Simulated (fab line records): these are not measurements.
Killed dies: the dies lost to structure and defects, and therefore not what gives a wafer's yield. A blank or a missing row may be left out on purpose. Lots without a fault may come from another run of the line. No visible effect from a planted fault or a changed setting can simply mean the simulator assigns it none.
fab line records    flow n5Finfet
[record] lots = 7  wafers = 39
route steps=1938 shown BEOL_M9@1446 BEOL_M12@1602
startH: hours from the record's first day to the start of the lot's first wafer shown    waitH: time in hours since the lot's previous step    " unchanged from the row above    L1.1+2: a single row standing in for several wafers    - value missing, or start not given    * or withheld: withheld    < > ~ a bound
route shown NAME@n: names a module that has steps shown in the file, with the first one's number in the route    usual: average and standard deviation across the fault-free wafers    same: alike in all rows    chamber/n: place in a boat    sites: each site's reading    _std_site: standard deviation across them    _edge_site: inner sites' mean taken away from outer sites' mean    radiusMm: for every site, how far away it sits from the centre of the wafer    mask NAME#n: copy n    behind: the tool/chamber that last shaped the wafer    hold: reason for holding the lot/hours on hold/outcome of the hold    device: whichever transistor did not switch (one of n, p or np)    end of line: the route-end tests of the same wafers    a step with no rows: only its recipe    killed: count of dies lost to structure and defects at first sort (not the wafer's yield)    map: shows each die of a wafer: x if killed, . if not, _ if none is there
set.NAME: the setting the step ran with; set.NAME@STEP: the setting that earlier step ran with    model.NAME: the simulator's own value behind a step, which no gauge read
lots whose settings were changed on purpose; a table a step, a row a wafer
[[steps]]
[step N5_BEOL_M9_TRENCH_ETCH_37]
[recipe] chemistry = C4F6/O2  targetDepthA = 1514.3  target = SiCOH_lowk  timeS = 49  ionEnergyEv = 250  pressureMtorr = 30  sourceW = 345  biasW = 185  Ar_flow_sccm = 300  C4F6_flow_sccm = 10  O2_flow_sccm = 10
lot.wafer  tool        chamber  startH  waitH  set.targetDepthA  model.BEOL_M9.featureDepthNm  model.etch.depthNm  model.TiN_of_BEOL_M9_HM_DEP_02.thkNm
L083.1     rieDiel-04  2        -       -      2100              212.6                         212.5               13.8
L083.2     "           0        "       "      1514.3            152.8                         152.8               15.8
L083.3     "           1        "       "      2100              205                           205.1               13.8
L083.4     "           3        "       "      1514.3            153.6                         153.6               15.4
L083.5     "           3        "       "      1514.3            152.6                         152.6               15.6
L083.6     "           0        "       "      2100              212.2                         212.3               13.8
L086.1     rieDiel-05  1        -       -      1019              96                            95.9                17.4
L086.2     "           3        "       "      1019              101                           101                 17
L086.3     "           2        "       "      1019              99.8                          99.78               17
L086.4     "           0        "       "      1514.3            149.6                         149.7               16
L086.5     "           0        "       "      1514.3            149.6                         149.5               15.8
L086.6     "           1        "       "      1514.3            143.8                         143.7               15.8
L089.1     rieDiel-05  1        -       -      1514.3            144.2                         144.2               16.2
L089.2     "           3        "       "      1514.3            149.6                         149.7               16
L089.3     "           2        "       "      1229              119.6                         119.6               16.6
L089.4     "           0        "       "      1229              121.2                         121.2               16.8
L089.5     "           3        "       "      1514.3            149.6                         149.6               15.8
L089.6     "           2        "       "      1229              120.8                         120.9               16.6
L088.1     rieDiel-05  1        -       -      1514.3            143.2                         143.1               16.2
L088.2     "           2        "       "      1514.3            146.2                         146.1               15.8
L088.3     "           3        "       "      1514.3            147.8                         147.7               15.8
L088.4     "           0        "       "      1514.3            147.4                         147.3               16.4
L088.5     "           1        "       "      1514.3            142                           142.1               16.2
L088.6     "           2        "       "      1514.3            147.4                         147.3               15.8
L095.1     rieDiel-04  3        -       -      944.5             94.8                          94.75               17.4
L095.2     "           1        "       "      944.5             91.2                          91.11               17.4
L095.3     "           0        "       "      944.5             96                            96.04               17.6
L095.4     "           2        "       "      1514.3            152                           151.9               15.6
L095.5     "           0        "       "      1514.3            153.6                         153.5               15.6
L095.6     "           1        "       "      1514.3            146.8                         146.7               16
L094.1     rieDiel-05  1        -       -      1514.3            143.6                         143.6               15.8
L094.2     "           0        "       "      2283              228                           228                 13.4
L094.3     "           3        "       "      2283              225.6                         225.7               13.6
L094.4     "           2        "       "      1514.3            148.8                         148.9               15.6
L094.5     "           3        "       "      1514.3            150.2                         150.2               15.4
L094.6     "           2        "       "      2283              222.4                         222.4               13.6
L097.2     rieDiel-04  1        -       -      1514.3            147.6                         147.6               15.6
L097.3     "           0        "       "      1514.3            152.6                         152.5               15.4
L097.6     "           1        "       "      1514.3            147.2                         147.1               15.8
[step N5_BEOL_M9_ETCH_41]
[recipe] chemistry = CH3F/O2  target = SiCN  targetDepthA = 366  taperDeg = 2  timeS = 70.1  ionEnergyEv = 120  maskMaterial = TiN  pressureMtorr = 30  sourceW = 395  biasW = 75  Ar_flow_sccm = 150  CH3F_flow_sccm = 30  O2_flow_sccm = 20
[step N5_BEOL_M9_STRIP_80]
[recipe] chemistry = N2/H2  timeS = 10  powerW = 450  tempC = 40  pressureMtorr = 20  rfFrequencyHz = 6e+07  biasPowerW = 7  n2FlowSccm = 200  h2FlowSccm = 200
[step N5_BEOL_M9_OCD_MEAS_38]
[usual] trenchDepthNm = 150/3.6
lot.wafer  tool    chamber  startH  waitH  set.targetDepthA@BEOL_M9_TRENCH_ETCH_37  trenchDepthNm
L083.1     ocd-02  -        275.81  -      2100                                     212
L083.2     "       -        "       "      1514.3                                   153
L083.3     "       -        "       "      2100                                     205
L083.4     "       -        "       "      1514.3                                   153
L083.5     "       -        "       "      1514.3                                   153
L083.6     "       -        "       "      2100                                     213
L086.1     ocd-02  -        296.52  -      1019                                     96
L086.2     "       -        "       "      1019                                     101
L086.3     "       -        "       "      1019                                     99
L086.4     "       -        "       "      1514.3                                   150
L086.5     "       -        "       "      1514.3                                   150
L086.6     "       -        "       "      1514.3                                   144
L089.1     ocd-01  -        312.56  -      1514.3                                   144
L089.2     "       -        "       "      1514.3                                   150
L089.3     "       -        "       "      1229                                     120
L089.4     "       -        "       "      1229                                     121
L089.5     "       -        "       "      1514.3                                   150
L089.6     "       -        "       "      1229                                     121
L088.1     ocd-02  -        324.57  -      1514.3                                   143
L088.2     "       -        "       "      1514.3                                   146
L088.3     "       -        "       "      1514.3                                   148
L088.4     "       -        "       "      1514.3                                   147
L088.5     "       -        "       "      1514.3                                   142
L088.6     "       -        "       "      1514.3                                   147
L095.1     ocd-02  -        336.29  -      944.5                                    95
L095.2     "       -        "       "      944.5                                    91
L095.3     "       -        "       "      944.5                                    96
L095.4     "       -        "       "      1514.3                                   152
L095.5     "       -        "       "      1514.3                                   154
L095.6     "       -        "       "      1514.3                                   146
L094.1     ocd-02  -        350.01  -      1514.3                                   144
L094.2     "       -        "       "      2283                                     228
L094.3     "       -        "       "      2283                                     226
L094.4     "       -        "       "      1514.3                                   149
L094.5     "       -        "       "      1514.3                                   150
L094.6     "       -        "       "      2283                                     222
L097.2     ocd-02  -        385.43  -      1514.3                                   147
L097.3     "       -        "       "      1514.3                                   152
L097.6     "       -        "       "      1514.3                                   147
[step N5_BEOL_M9_HM_STRIP_39]
[recipe] chemistry = peroxideTinStrip  material = TiN  targetDepthA = 250  tempC = 50  timeS = 158
[step N5_BEOL_M9_SRD_40]
[recipe] timeS = 30  tempC = 23  rinseLiquid = diw  dry = ipaMarangoni
[step N5_BEOL_M9_ECD_50]
[recipe] material = Cu  targetThkA = 3180
[step N5_BEOL_M9_ANNEAL_51]
[recipe] tempC = 225  timeS = 90  ambient = N2
[step N5_BEOL_M9_CMP_52]
[recipe] stopOn = SiCOH_lowk  tOverpolishS = 7  downForcePsi = 1  platenRpm = 50  clearingPlatenDownForcePsi = 1.5  clearingPlatenRpm = 50  postCmpClean = cuAlkaline  targetThkNm = 140  clearingPlatenPadVelocityMS = 0.99484  padVelocityMS = 0.99484
lot.wafer  tool    chamber  startH  waitH  set.targetDepthA@BEOL_M9_TRENCH_ETCH_37  model.Cu_of_BEOL_M9_ECD_50.thkNm
L083.2     cmp-03  2        278.24  0.2    1514.3                                   141.4
L083.4     "       3        "       "      1514.3                                   141.2
L083.1     "       0        "       "      2100                                     201
L083.3     "       1        "       "      2100                                     194
L083.5     "       2        "       "      1514.3                                   140.6
L083.6     "       3        "       "      2100                                     200.2
L086.2     cmp-03  2        298.93  0.2    1019                                     88.2
L086.1     "       3        "       "      1019                                     85.2
L086.4     "       0        "       "      1514.3                                   139
L086.3     "       1        "       "      1019                                     87.6
L086.6     "       2        "       "      1514.3                                   131.4
L086.5     "       3        "       "      1514.3                                   137.6
L089.4     cmp-01  1        315.22  0.1    1229                                     108.8
L089.1     "       2        "       "      1514.3                                   132.8
L089.2     "       3        "       "      1514.3                                   140
L089.3+6   "       0,1      "       "      1229                                     107.8
L089.5     "       2        "       "      1514.3                                   138.4
L088.4     cmp-02  2        327.88  0.3    1514.3                                   135
L088.3     "       3        "       "      1514.3                                   135.6
L088.2     "       0        "       "      1514.3                                   133.4
L088.1     "       1        "       "      1514.3                                   130.6
L088.6     "       2        "       "      1514.3                                   134.8
L088.5     "       3        "       "      1514.3                                   129.8
L095.4     cmp-03  2        338.07  0.1    1514.3                                   140.4
L095.3     "       3        "       "      944.5                                    85.2
L095.2     "       0        "       "      944.5                                    81
L095.1     "       1        "       "      944.5                                    84.2
L095.6     "       2        "       "      1514.3                                   135.2
L095.5     "       3        "       "      1514.3                                   143.2
L094.3     cmp-01  1        353.74  0.2    2283                                     214.2
L094.2     "       2        "       "      2283                                     216.4
L094.1     "       3        "       "      1514.3                                   134
L094.4     "       0        "       "      1514.3                                   137.8
L094.5     "       1        "       "      1514.3                                   138.8
L094.6     "       2        "       "      2283                                     209.4
L097.3     cmp-02  0        388.01  0.2    1514.3                                   140.2
L097.2+6   "       1,0      "       "      1514.3                                   135.2
[step N5_BEOL_M9_THK_MEAS_53]
[recipe] thkMeasGauge = xrf  reads = Cu_of_BEOL_M9_ECD_50
[usual] M9_THK = 138/3.9
lot.wafer  tool          chamber  startH  waitH  set.targetDepthA@BEOL_M9_TRENCH_ETCH_37  M9_THK[nm]
L083.1     filmMetro-01  -        278.53  -      2100                                     201
L083.2     "             -        "       "      1514.3                                   141
L083.3     "             -        "       "      2100                                     194
L083.4     "             -        "       "      1514.3                                   142
L083.5     "             -        "       "      1514.3                                   140
L083.6     "             -        "       "      2100                                     201
L086.1     filmMetro-01  -        299.22  -      1019                                     85
L086.2     "             -        "       "      1019                                     88
L086.3     "             -        "       "      1019                                     87
L086.4     "             -        "       "      1514.3                                   138
L086.5     "             -        "       "      1514.3                                   137
L086.6     "             -        "       "      1514.3                                   131
L089.1     filmMetro-01  -        315.51  -      1514.3                                   130
L089.2     "             -        "       "      1514.3                                   138
L089.3     "             -        "       "      1229                                     106
L089.4     "             -        "       "      1229                                     107
L089.5     "             -        "       "      1514.3                                   136
L089.6     "             -        "       "      1229                                     106
L088.1     filmMetro-02  -        328.18  -      1514.3                                   129
L088.2     "             -        "       "      1514.3                                   132
L088.3     "             -        "       "      1514.3                                   134
L088.4     "             -        "       "      1514.3                                   134
L088.5     "             -        "       "      1514.3                                   128
L088.6     "             -        "       "      1514.3                                   133
L095.1     filmMetro-01  -        338.37  -      944.5                                    83
L095.2     "             -        "       "      944.5                                    80
L095.3     "             -        "       "      944.5                                    84
L095.4     "             -        "       "      1514.3                                   139
L095.5     "             -        "       "      1514.3                                   141
L095.6     "             -        "       "      1514.3                                   133
L094.1     filmMetro-01  -        354.03  -      1514.3                                   134
L094.2     "             -        "       "      2283                                     216
L094.3     "             -        "       "      2283                                     213
L094.4     "             -        "       "      1514.3                                   138
L094.5     "             -        "       "      1514.3                                   138
L094.6     "             -        "       "      2283                                     208
L097.2     filmMetro-02  -        388.26  -      1514.3                                   135
L097.3     "             -        "       "      1514.3                                   140
L097.6     "             -        "       "      1514.3                                   135
[step N5_BEOL_M9_PRE_CLEAN_55]
[recipe] gas = NH3  timeS = 15  tempC = withheld  rfPowerW = 300
[step N5_BEOL_M9_DEP_56]
[recipe] material = SiCN  targetThkA = 150  tempC = withheld  precursor = 3MS/NH3  pressureTorr = 3  rfW = 202  timeS = 26.5
[step N5_BEOL_M9_RS_MEAS_57]
[recipe] thkMeasGauge = four-point-probe  reads = Cu_of_BEOL_M9_ECD_50+Co_of_BEOL_M9_CVD_78+TaN_of_BEOL_M9_ALD_74
[usual] M9_RS = 0.153/0.0047
lot.wafer  tool          chamber  startH  waitH  set.targetDepthA@BEOL_M9_TRENCH_ETCH_37  M9_RS[ohm/sq]
L083.1     filmMetro-01  -        278.67  0.1    2100                                     0.102
L083.2     "             -        "       "      1514.3                                   0.150
L083.3     "             -        "       "      2100                                     0.106
L083.4     "             -        "       "      1514.3                                   0.150
L083.5     "             -        "       "      1514.3                                   0.150
L083.6     "             -        "       "      2100                                     0.102
L086.1     filmMetro-01  -        299.36  0.1    1019                                     0.266
L086.2     "             -        "       "      1019                                     0.255
L086.3     "             -        "       "      1019                                     0.258
L086.4     "             -        "       "      1514.3                                   0.153
L086.5     "             -        "       "      1514.3                                   0.154
L086.6     "             -        "       "      1514.3                                   0.162
L089.1     filmMetro-01  -        315.68  0.1    1514.3                                   0.160
L089.2     "             -        "       "      1514.3                                   0.152
L089.3     "             -        "       "      1229                                     0.202
L089.4     "             -        "       "      1229                                     0.200
L089.5     "             -        "       "      1514.3                                   0.153
L089.6     "             -        "       "      1229                                     0.203
L088.1     filmMetro-02  -        328.31  0.1    1514.3                                   0.163
L088.2     "             -        "       "      1514.3                                   0.159
L088.3     "             -        "       "      1514.3                                   0.157
L088.4     "             -        "       "      1514.3                                   0.157
L088.5     "             -        "       "      1514.3                                   0.164
L088.6     "             -        "       "      1514.3                                   0.157
L095.1     filmMetro-02  -        338.53  0.1    944.5                                    0.269
L095.2     "             -        "       "      944.5                                    0.281
L095.3     "             -        "       "      944.5                                    0.265
L095.4     "             -        "       "      1514.3                                   0.151
L095.5     "             -        "       "      1514.3                                   0.147
L095.6     "             -        "       "      1514.3                                   0.157
L094.1     filmMetro-02  -        354.17  0.1    1514.3                                   0.159
L094.2     "             -        "       "      2283                                     0.094
L094.3     "             -        "       "      2283                                     0.095
L094.4     "             -        "       "      1514.3                                   0.154
L094.5     "             -        "       "      1514.3                                   0.152
L094.6     "             -        "       "      2283                                     0.098
L097.2     filmMetro-02  -        388.43  0.1    1514.3                                   0.157
L097.3     "             -        "       "      1514.3                                   0.151
L097.6     "             -        "       "      1514.3                                   0.157
[step N5_BEOL_M12_ILD_DEP_00]
[recipe] material = SiOC  targetThkA = 6589.2  tempC = 350  precursor = DEMS/O2  pressureTorr = 5  rfW = 500  timeS = 130.7
lot.wafer  tool      chamber  startH  waitH  set.targetThkA  model.SiOC_of_BEOL_M12_ILD_DEP_00.thkNm
L083.1     pecvd-01  2        299.51  0.0    3946            386
L083.2     "         1        "       "      3946            384.6
L083.3     "         1        "       "      3946            388.4
L083.4     "         2        "       "      6589.2          661.4
L083.5     "         1        "       "      6589.2          659
L083.6     "         2        "       "      6589.2          658
L086.1     pecvd-04  0        315.34  0.0    6589.2          655.6
L086.2     "         1        "       "      8101            802.6
L086.3     "         2        "       "      8101            798.2
L086.4     "         2        "       "      6589.2          659.2
L086.5     "         0        "       "      6589.2          668.4
L086.6     "         1        "       "      8101            813.4
L089.1     pecvd-04  2        333.26  0.0    6589.2          665.4
L089.2     "         1        "       "      7677            769
L089.3     "         0        "       "      7677            772.6
L089.4     "         2        "       "      7677            779.8
L089.5     "         0        "       "      6589.2          669.2
L089.6     "         1        "       "      6589.2          672.2
L088.1     pecvd-04  2        348.17  0.0    6589.2          646.6
L088.2     "         1        "       "      6589.2          650.2
L088.3     "         0        "       "      6589.2          658.4
L088.4     "         2        "       "      6589.2          666.8
L088.5     "         1        "       "      6589.2          664.6
L088.6     "         0        "       "      6589.2          670.4
L095.1     pecvd-04  1        355.43  0.0    9903            981
L095.2     "         0        "       "      6589.2          653.6
L095.3     "         2        "       "      9903            973.2
L095.4     "         1        "       "      9903            995.6
L095.5     "         0        "       "      6589.2          666
L095.6     "         2        "       "      6589.2          665
L094.1     pecvd-01  0        367.76  0.0    6589.2          646.8
L094.2     "         2        "       "      10350           1033
L094.3     "         1        "       "      6589.2          657
L094.4+6   "         2,1      "       "      10350           1045
L094.5     "         0        "       "      6589.2          658.6
L097.2     pecvd-01  2        404.17  0.0    6589.2          654.2
L097.3     "         0        "       "      6589.2          655.6
L097.6     "         0        "       "      6589.2          659.2
[step N5_BEOL_M12_THK_MEAS_01]
[recipe] reads = SiOC_of_BEOL_M12_ILD_DEP_00
[usual] M12_ILD_THK = 658/8
lot.wafer  tool          chamber  startH  waitH  set.targetThkA@BEOL_M12_ILD_DEP_00  M12_ILD_THK[nm]
L083.1     filmMetro-01  -        299.69  0.1    3946                                386
L083.2     "             -        "       "      3946                                384
L083.3     "             -        "       "      3946                                389
L083.4     "             -        "       "      6589.2                              661
L083.5     "             -        "       "      6589.2                              659
L083.6     "             -        "       "      6589.2                              658
L086.1     filmMetro-02  -        315.47  0.1    6589.2                              655
L086.2     "             -        "       "      8101                                802
L086.3     "             -        "       "      8101                                798
L086.4     "             -        "       "      6589.2                              659
L086.5     "             -        "       "      6589.2                              669
L086.6     "             -        "       "      8101                                813
L089.1     filmMetro-01  -        333.39  0.1    6589.2                              665
L089.2     "             -        "       "      7677                                770
L089.3     "             -        "       "      7677                                773
L089.4     "             -        "       "      7677                                780
L089.5     "             -        "       "      6589.2                              669
L089.6     "             -        "       "      6589.2                              672
L088.1     filmMetro-02  -        348.30  0.1    6589.2                              647
L088.2     "             -        "       "      6589.2                              650
L088.3     "             -        "       "      6589.2                              659
L088.4     "             -        "       "      6589.2                              667
L088.5     "             -        "       "      6589.2                              664
L088.6     "             -        "       "      6589.2                              670
L095.1     filmMetro-02  -        355.56  0.1    9903                                980
L095.2     "             -        "       "      6589.2                              654
L095.3     "             -        "       "      9903                                973
L095.4     "             -        "       "      9903                                996
L095.5     "             -        "       "      6589.2                              666
L095.6     "             -        "       "      6589.2                              665
L094.1     filmMetro-01  -        367.89  0.1    6589.2                              647
L094.2     "             -        "       "      10350                               1033
L094.3     "             -        "       "      6589.2                              657
L094.4     "             -        "       "      10350                               1045
L094.5     "             -        "       "      6589.2                              659
L094.6     "             -        "       "      10350                               1045
L097.2     filmMetro-01  -        404.35  0.1    6589.2                              654
L097.3     "             -        "       "      6589.2                              656
L097.6     "             -        "       "      6589.2                              659
[step N5_BEOL_M12_COAT_58]
[recipe] resist = BARC  tempC = 205  timeS = 60  spinRpm = 1500  resistThkNm = 89
[step N5_BEOL_M12_COAT_04]
[recipe] spinRpm = 1625  resistThkNm = 400
[step N5_BEOL_M12_DESCUM_15]
[recipe] chemistry = O2  timeS = 7.9  sourcePowerW = 50  biasPowerW = 20  pressureMtorr = 20  rfFrequencyHz = 2.712e+07  tempC = 40  o2FlowSccm = 225
[step N5_BEOL_M12_ETCH_59]
[recipe] chemistry = N2/H2  target = BARC  targetDepthA = 890  overetchA = 267  timeS = 67.9  ionEnergyEv = 200  pressureMtorr = 30  sourceW = 840  biasW = 150  n2FlowSccm = 200  h2FlowSccm = 200
[step N5_BEOL_M12_VIA_ETCH_16]
[recipe] chemistry = C4F8/O2/Ar  target = SiOC  pressureMtorr = 30  sourceW = 3000  biasW = 700  Ar_flow_sccm = 400  C4F8_flow_sccm = 15  O2_flow_sccm = 8  heInnerTorr = 15  heOuterTorr = 30  targetDepthA = 7248  timeS = withheld  ionEnergyEv = 250  ends = cleared
lot.wafer  tool        chamber  startH  waitH  set.targetThkA@BEOL_M12_ILD_DEP_00  model.etch.depthNm  model.coat_of_BEOL_M12_COAT_04.thkNm
L083.1     rieDiel-02  0        300.17  0.0    3946                                386                 204.2
L083.2     "           1        "       "      3946                                384.6               205
L083.3     "           2        "       "      3946                                388.5               203.2
L083.4     "           2        "       "      6589.2                              661.4               122.4
L083.5     "           0        "       "      6589.2                              659                 123.6
L083.6     "           1        "       "      6589.2                              658                 124.8
L086.1     rieDiel-02  0        315.95  0.0    6589.2                              655.7               127.8
L086.2     "           1        "       "      8101                                802.5               84.2
L086.3     "           2        "       "      8101                                798.2               85.2
L086.4     "           2        "       "      6589.2                              659.2               125.4
L086.5     "           0        "       "      6589.2                              668.3               123.6
L086.6     "           1        "       "      8101                                813.3               82.6
L089.1     rieDiel-06  1        333.87  0.0    6589.2                              665.3               122.6
L089.2     "           3        "       "      7677                                769                 88.4
L089.3     "           2        "       "      7677                                772.6               90.4
L089.4     "           0        "       "      7677                                779.8               87.4
L089.5     "           3        "       "      6589.2                              669.3               118.2
L089.6     "           0        "       "      6589.2                              672.1               117.6
L088.1     rieDiel-02  0        348.78  0.0    6589.2                              646.6               128
L088.2     "           1        "       "      6589.2                              650.3               128.4
L088.3     "           3        "       "      6589.2                              658.4               121.8
L088.4     "           2        "       "      6589.2                              666.8               123
L088.5     "           3        "       "      6589.2                              664.6               120
L088.6     "           2        "       "      6589.2                              670.4               119.8
L095.1     rieDiel-01  3        356.04  0.0    9903                                981                 27
L095.2     "           0        "       "      6589.2                              653.6               128.2
L095.3     "           2        "       "      9903                                973.1               29.8
L095.4     "           1        "       "      9903                                995.6               24.8
L095.5     "           3        "       "      6589.2                              666.1               119.6
L095.6     "           2        "       "      6589.2                              664.9               120.2
L094.1     rieDiel-01  2        368.37  0.0    6589.2                              646.9               124
L094.2     "           0        "       "      10350                               1033                13.2
L094.3     "           3        "       "      6589.2                              657.1               120
L094.4+6   "           1,2      "       "      10350                               1045                6.6
L094.5     "           3        "       "      6589.2                              658.6               118.6
L097.2     rieDiel-01  2        404.95  0.0    6589.2                              654.3               124.8
L097.3     "           3        "       "      6589.2                              655.5               123.8
L097.6     "           2        "       "      6589.2                              659.2               123.4
[step N5_BEOL_M12_STRIP_63]
[recipe] chemistry = N2/H2  powerW = 1000  tempC = 250  h2Frac = 0.65  overashFraction = 0.3  pressureMtorr = 1000  n2FlowSccm = 1750  h2FlowSccm = 3250
[usual] stripTimeToEndpointS = 42.6/0.88
lot.wafer  tool            chamber  startH  waitH  set.targetThkA@BEOL_M12_ILD_DEP_00  stripTimeToEndpointS
L083.1     plasmaAsher-02  0        300.37  -      3946                                63.7
L083.2     "               1        "       "      3946                                63.9
L083.3     "               0        "       "      3946                                63.5
L083.4     "               1        "       "      6589.2                              42.3
L083.5     "               0        "       "      6589.2                              42.7
L083.6     "               1        "       "      6589.2                              43.0
L086.1     plasmaAsher-02  0        316.15  -      6589.2                              43.8
L086.2     "               1        "       "      8101                                31.8
L086.3     "               0        "       "      8101                                32.1
L086.4     "               1        "       "      6589.2                              43.1
L086.5     "               1        "       "      6589.2                              42.7
L086.6     "               0        "       "      8101                                31.3
L089.1     plasmaAsher-02  0        334.07  -      6589.2                              42.4
L089.2     "               1        "       "      7677                                33.0
L089.3     "               0        "       "      7677                                33.5
L089.4     "               1        "       "      7677                                32.7
L089.5     "               0        "       "      6589.2                              41.2
L089.6     "               1        "       "      6589.2                              41.0
L088.1     plasmaAsher-02  1        348.98  -      6589.2                              43.9
L088.2     "               0        "       "      6589.2                              43.9
L088.3     "               1        "       "      6589.2                              42.1
L088.4     "               0        "       "      6589.2                              42.5
L088.5     "               1        "       "      6589.2                              41.7
L088.6     "               0        "       "      6589.2                              41.6
L095.1     plasmaAsher-01  0        356.24  -      9903                                14.0
L095.2     "               1        "       "      6589.2                              43.9
L095.3     "               1        "       "      9903                                15.0
L095.4     "               0        "       "      9903                                13.2
L095.5     "               1        "       "      6589.2                              41.6
L095.6     "               0        "       "      6589.2                              41.7
L094.1     plasmaAsher-02  1        368.57  -      6589.2                              42.7
L094.2     "               0        "       "      10350                               8.9
L094.3     "               0        "       "      6589.2                              41.7
L094.4     "               1        "       "      10350                               6.2
L094.5     "               0        "       "      6589.2                              41.3
L094.6     "               1        "       "      10350                               6.2
L097.2     plasmaAsher-01  0        405.15  -      6589.2                              43.0
L097.3     "               1        "       "      6589.2                              42.7
L097.6     "               1        "       "      6589.2                              42.6
[[key]]
[split] step = N5_BEOL_M9_TRENCH_ETCH_37  setting = targetDepthA  stated = 1514.3  by = wafer
[response] step = N5_BEOL_M9_TRENCH_ETCH_37  reading = model.BEOL_M9.featureDepthNm  change = +1.5  per = 1%  r = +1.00
[response] step = N5_BEOL_M9_TRENCH_ETCH_37  reading = model.etch.depthNm  change = +1.5  per = 1%  r = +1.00
[response] step = N5_BEOL_M9_TRENCH_ETCH_37  reading = model.TiN_of_BEOL_M9_HM_DEP_02.thkNm  change = -0.0425  per = 1%  r = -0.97
[response] step = N5_BEOL_M9_OCD_MEAS_38  reading = trenchDepthNm  change = +1.51  per = 1%  r = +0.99
[response] step = N5_BEOL_M9_CMP_52  reading = model.Cu_of_BEOL_M9_ECD_50.thkNm  change = +1.5  per = 1%  r = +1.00
[response] step = N5_BEOL_M9_THK_MEAS_53  reading = M9_THK  change = +1.49  per = 1%  r = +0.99
[response] step = N5_BEOL_M9_RS_MEAS_57  reading = M9_RS  change = -0.00196  per = 1%  r = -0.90
[split] step = N5_BEOL_M12_ILD_DEP_00  setting = targetThkA  stated = 6589.2  by = wafer
[response] step = N5_BEOL_M12_ILD_DEP_00  reading = model.SiOC_of_BEOL_M12_ILD_DEP_00.thkNm  change = +6.62  per = 1%  r = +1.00
[response] step = N5_BEOL_M12_THK_MEAS_01  reading = M12_ILD_THK  change = +6.62  per = 1%  r = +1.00
[response] step = N5_BEOL_M12_VIA_ETCH_16  reading = model.etch.depthNm  change = +6.62  per = 1%  r = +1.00
[response] step = N5_BEOL_M12_VIA_ETCH_16  reading = model.coat_of_BEOL_M12_COAT_04.thkNm  change = -1.94  per = 1%  r = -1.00
[response] step = N5_BEOL_M12_STRIP_63  reading = stripTimeToEndpointS  change = *  per = 1%  r = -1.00
